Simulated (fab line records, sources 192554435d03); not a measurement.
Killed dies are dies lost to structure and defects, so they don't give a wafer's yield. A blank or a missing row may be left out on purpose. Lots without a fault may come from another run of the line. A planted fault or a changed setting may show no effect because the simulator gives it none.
Split-lot experiment | flow n5_finfet | 7 lots, 39 wafers read, on a route of 1938 steps

THE SPLIT
At N5_HKMG_FIN_ALD_36 (deposits TiN, target thk 1 nm, pulse time 1 s, purge time 3 s), the setting ald_cycles was moved away from the recipe's 47 on 12 of the 39 wafers read, by -53.2% to +53.2%. The other wafers ran this setting at the recipe's value.

The reading is taken at the split's own step.

THE READING
TiN_of_HKMG_FIN_ALD_36.thk_nm (the simulator's own value, which no gauge read), in nm, at N5_HKMG_FIN_ALD_36 (deposits TiN, target thk 1 nm, pulse time 1 s, purge time 3 s). The file gives no usual value for it.

wafer  | tool, chamber at the split | ald_cycles as run | against the recipe | TiN_of_HKMG_FIN_ALD_36.thk_nm, nm | against lot-mates on the recipe
L074.1 | ald_metal-03, 1,3,0        | 47                | recipe             | 1                                 | -
L074.2 | ald_metal-03, 1,3,0        | 47                | recipe             | 1                                 | -
L074.4 | ald_metal-03, 1,3,0        | 47                | recipe             | 1                                 | -
L074.3 | ald_metal-03, 2,0,1        | 34                | -27.7%             | 0.8                               | -0.2
L074.5 | ald_metal-03, 2,0,1        | 34                | -27.7%             | 0.8                               | -0.2
L074.6 | ald_metal-03, 2,0,1        | 34                | -27.7%             | 0.8                               | -0.2
L075.1 | ald_metal-02, 1,0,2        | 72                | +53.2%             | 1.6                               | +0.6
L075.2 | ald_metal-02, 1,0,2        | 72                | +53.2%             | 1.6                               | +0.6
L075.3 | ald_metal-02, 1,0,2        | 72                | +53.2%             | 1.6                               | +0.6
L075.4 | ald_metal-02, 3,1,2        | 47                | recipe             | 1                                 | -
L075.5 | ald_metal-02, 3,1,2        | 47                | recipe             | 1                                 | -
L075.6 | ald_metal-02, 3,1,2        | 47                | recipe             | 1                                 | -
L082.1 | ald_metal-02, 2,1,0        | 22                | -53.2%             | 0.4                               | -0.6
L082.3 | ald_metal-02, 2,1,0        | 22                | -53.2%             | 0.4                               | -0.6
L082.4 | ald_metal-02, 2,1,0        | 22                | -53.2%             | 0.4                               | -0.6
L082.2 | ald_metal-02, 3,3,2        | 47                | recipe             | 1                                 | -
L082.5 | ald_metal-02, 3,3,2        | 47                | recipe             | 1                                 | -
L082.6 | ald_metal-02, 3,3,2        | 47                | recipe             | 1                                 | -
L083.1 | ald_metal-02, 3,1,2,0,1,0  | 47                | recipe             | 1                                 | -
L083.2 | ald_metal-02, 3,1,2,0,1,0  | 47                | recipe             | 1                                 | -
L083.3 | ald_metal-02, 3,1,2,0,1,0  | 47                | recipe             | 1                                 | -
L083.4 | ald_metal-02, 3,1,2,0,1,0  | 47                | recipe             | 1                                 | -
L083.5 | ald_metal-02, 3,1,2,0,1,0  | 47                | recipe             | 1                                 | -
L083.6 | ald_metal-02, 3,1,2,0,1,0  | 47                | recipe             | 1                                 | -
L086.2 | ald_metal-03, 1,3,3        | 47                | recipe             | 1                                 | -
L086.3 | ald_metal-03, 1,3,3        | 47                | recipe             | 1                                 | -
L086.5 | ald_metal-03, 1,3,3        | 47                | recipe             | 1                                 | -
L094.1 | ald_metal-01, 2,1,0,3,0,1  | 47                | recipe             | 1                                 | -
L094.2 | ald_metal-01, 2,1,0,3,0,1  | 47                | recipe             | 1                                 | -
L094.3 | ald_metal-01, 2,1,0,3,0,1  | 47                | recipe             | 1                                 | -
L094.4 | ald_metal-01, 2,1,0,3,0,1  | 47                | recipe             | 1                                 | -
L094.5 | ald_metal-01, 2,1,0,3,0,1  | 47                | recipe             | 1                                 | -
L094.6 | ald_metal-01, 2,1,0,3,0,1  | 47                | recipe             | 1                                 | -
L097.1 | ald_metal-03, 0,1,0        | 47                | recipe             | 1                                 | -
L097.5 | ald_metal-03, 0,1,0        | 47                | recipe             | 1                                 | -
L097.6 | ald_metal-03, 0,1,0        | 47                | recipe             | 1                                 | -
L097.2 | ald_metal-03, 1,3,2        | 38                | -19.1%             | 0.8                               | -0.2
L097.3 | ald_metal-03, 1,3,2        | 38                | -19.1%             | 0.8                               | -0.2
L097.4 | ald_metal-03, 1,3,2        | 38                | -19.1%             | 0.8                               | -0.2
Where a row lists several chambers, the file gives one row for several wafers and doesn't say which wafer went through which chamber.

THE FIT
A straight line over all 39 wafers: TiN_of_HKMG_FIN_ALD_36.thk_nm changes by +0.0108 nm for each +1% of ald_cycles; r = +0.99; the points scatter about the line by 0.029 nm.
The same after taking each lot's own level away (the mean of its wafers on the recipe; 39 wafers): +0.0108 nm for each +1%; r = +0.99; scatter 0.029 nm.
On that fit, the largest move of ald_cycles shifts the reading by 0.58 nm.
The lots' own levels span 1.00 to 1.00 nm.
So the lot-to-lot level changes the slope little: the two slopes agree.
Check: with one of the wafers moved furthest among these (+53.2%) left out of the fit, the line predicts +0.581 nm for it against its lot-mates. It came out at +0.6 nm against them.

OTHER SPLITS ON THESE WAFERS
These wafers also went through other splits before the reading. Each is held against what the fit with the lots' levels taken away leaves over:
other split on the same wafers          | wafers away from the commonest value | r with TiN_of_HKMG_FIN_ALD_36.thk_nm (lot level and that fit taken away)
N5_ZERO_LAYER_DEVELOP_10 develop_time_s | 12                                   | -0.09
N5_FIN_SAQP_SPACER2_ALD_28 target_thk_a | 15                                   | -0.25
N5_SD_EPI_N_ETCH_45 target_depth_a      | 12                                   | -0.37

THE FILE'S OWN FIT
TiN_of_HKMG_FIN_ALD_36.thk_nm changes by +0.0108 nm for each +1% of ald_cycles, r = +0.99.
